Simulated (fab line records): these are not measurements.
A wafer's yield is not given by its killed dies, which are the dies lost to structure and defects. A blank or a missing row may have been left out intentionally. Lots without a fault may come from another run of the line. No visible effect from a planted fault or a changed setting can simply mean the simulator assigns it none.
Matching of chambers || flow nandHarc || NHARC_A_CHANNEL_FILL_D1_ALD_02 on aldHk-04 has 4 sister chambers
The step deposits SiO2, target thk 6 nm, pulse time 10 s, ald cycles 60. 7 wafers are shown with their chamber, then 7 later ones without.

== EACH WAFER AND ITS CHAMBER ==
{"wafer": "L378.3", "chamber": 3, "heaterPowerW (W)": 545, "precursorPulseHeightRel": 1.003}
{"wafer": "L378.5", "chamber": 1, "heaterPowerW (W)": 546, "precursorPulseHeightRel": 0.975}
{"wafer": "L389.1", "chamber": 0, "heaterPowerW (W)": 407, "precursorPulseHeightRel": 0.983}
{"wafer": "L389.3", "chamber": 2, "heaterPowerW (W)": 409, "precursorPulseHeightRel": 0.985}
{"wafer": "L389.4", "chamber": 3, "heaterPowerW (W)": 546, "precursorPulseHeightRel": 0.964}
{"wafer": "L391.4", "chamber": 1, "heaterPowerW (W)": 549, "precursorPulseHeightRel": 1.010}
{"wafer": "L391.5", "chamber": 2, "heaterPowerW (W)": 420, "precursorPulseHeightRel": 0.980}

== WAFERS WITH NO CHAMBER GIVEN ==
{"wafer": "L391.6", "heaterPowerW (W)": 565, "precursorPulseHeightRel": 1.017}
{"wafer": "L393.1", "heaterPowerW (W)": 410, "precursorPulseHeightRel": 1.014}
{"wafer": "L393.3", "heaterPowerW (W)": 564, "precursorPulseHeightRel": 1.024}
{"wafer": "L393.4", "heaterPowerW (W)": 545, "precursorPulseHeightRel": 1.007}
{"wafer": "L396.1", "heaterPowerW (W)": 409, "precursorPulseHeightRel": 1.000}
{"wafer": "L396.2", "heaterPowerW (W)": 549, "precursorPulseHeightRel": 0.992}
{"wafer": "L396.4", "heaterPowerW (W)": 419, "precursorPulseHeightRel": 0.988}

== WHICH CHAMBER EACH WENT THROUGH ==
{"wafer": "L391.6", "from the rows above": "can't be placed: 1 or 3", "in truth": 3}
{"wafer": "L393.1", "from the rows above": "can't be placed: 0 or 2", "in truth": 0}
{"wafer": "L393.3", "from the rows above": "can't be placed: 1 or 3", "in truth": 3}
{"wafer": "L393.4", "from the rows above": "can't be placed: 1 or 3", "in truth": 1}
{"wafer": "L396.1", "from the rows above": "can't be placed: 0 or 2", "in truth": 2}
{"wafer": "L396.2", "from the rows above": "can't be placed: 1 or 3", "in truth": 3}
{"wafer": "L396.4", "from the rows above": "can't be placed: 2 or 0", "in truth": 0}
Correct placement for 0 of the 7. From these rows, 7 cannot be placed; in 7 the true chamber is one of the candidates. Placed wrongly: 0.
How it was worked out, from the rows above alone: a wafer's distance from a chamber is the root of the sum, over the readings, of the square of ((its reading less the chamber's mean) divided by the reading's scatter). If the next closest chamber is less than 2 further off than the closest, the wafer can't be placed; otherwise it belongs to the closest. A chamber's mean is the mean of its shown wafers. The scatter: the root of (the sum of the squares of (reading less its chamber's mean) over the shown wafers, divided by (wafers less chambers)).
